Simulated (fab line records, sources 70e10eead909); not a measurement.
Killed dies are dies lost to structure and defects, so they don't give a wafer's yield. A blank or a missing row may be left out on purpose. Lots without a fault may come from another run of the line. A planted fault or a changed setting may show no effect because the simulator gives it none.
Chamber matching | flow nand_harc | NHARC_P_CONTACT_CMP_24 on cmp-04: 4 sister chambers
The step polishes, t overpolish 30 s, target thk 200 nm. 14 wafers are shown with their chamber, then 7 later ones without.

WAFERS WITH THEIR CHAMBER
wafer  | chamber | motor_current_A (A) | time_to_endpoint_s (s) | overpolish_run_s (s)
L826.3 | 3       | 11.2                | 37.8                   | 29.998
L826.4 | 2       | 11.9                | 44.3                   | 29.998
L826.5 | 2       | 12.1                | 41.3                   | 29.995
L829.2 | 1       | 11.6                | 38.3                   | 30.009
L829.4 | 3       | 11.4                | 36.1                   | 30.005
L829.5 | 3       | 10.9                | 33.8                   | 30.009
L840.3 | 1       | 11.4                | 42.0                   | 29.984
L840.4 | 2       | 11.8                | 40.3                   | 29.999
L840.5 | 1       | 11.6                | 41.0                   | 30.017
L844.2 | 2       | 12.1                | 41.9                   | 30.000
L844.3 | 0       | 12.0                | 40.9                   | 30.003
L844.6 | 0       | 11.9                | 39.8                   | 30.009
L845.1 | 2       | 12.1                | 43.5                   | 30.001
L845.2 | 3       | 11.2                | 41.8                   | 29.998

SIGNATURES (means of the wafers above)
reading            | chamber 0 | chamber 1 | chamber 2 | chamber 3 | scatter within a chamber
motor_current_A    | 11.950    | 11.533    | 12.000    | 11.175    | 0.155
time_to_endpoint_s | 40.350    | 40.433    | 42.260    | 37.375    | 2.3
overpolish_run_s   | 30.00600  | 30.00333  | 29.99860  | 30.00250  | 0.00849
Rule: a wafer's distance from a chamber is the root of the sum, over the readings, of the square of ((its reading less the chamber's mean) divided by the reading's scatter). The wafer belongs to the nearest chamber; if the next one is less than 2 further off, it can't be placed. The scatter: the root of (the sum of the squares of (reading less its chamber's mean) over the shown wafers, divided by (wafers less chambers)).

WAFERS WITHOUT THEIR CHAMBER
wafer  | motor_current_A (A) | time_to_endpoint_s (s) | overpolish_run_s (s)
L845.4 | 11.8                | 42.5                   | 30.011
L846.1 | 12.1                | 36.0                   | 29.993
L846.3 | 11.6                | 41.0                   | 29.989
L846.6 | 10.8                | 38.7                   | 29.996
L848.2 | 10.6                | 38.0                   | 30.002
L848.4 | 11.4                | 40.2                   | 29.987
L848.5 | 12.1                | 39.2                   | 30.005

WHICH CHAMBER EACH WENT THROUGH
wafer  | from the rows above               | in truth
L845.4 | can't be placed: 0 or 2 or 1      | 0
L846.1 | can't be placed: 0 or 2 or 1      | 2
L846.3 | can't be placed: 1 or 2 or 0 or 3 | 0
L846.6 | 3                                 | 3
L848.2 | 3                                 | 3
L848.4 | can't be placed: 1 or 3           | 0
L848.5 | can't be placed: 0 or 2           | 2
Placed correctly: 2 of 7. Can't be placed from these rows: 5 (the true chamber is among the candidates in 4). Placed wrongly: 0.
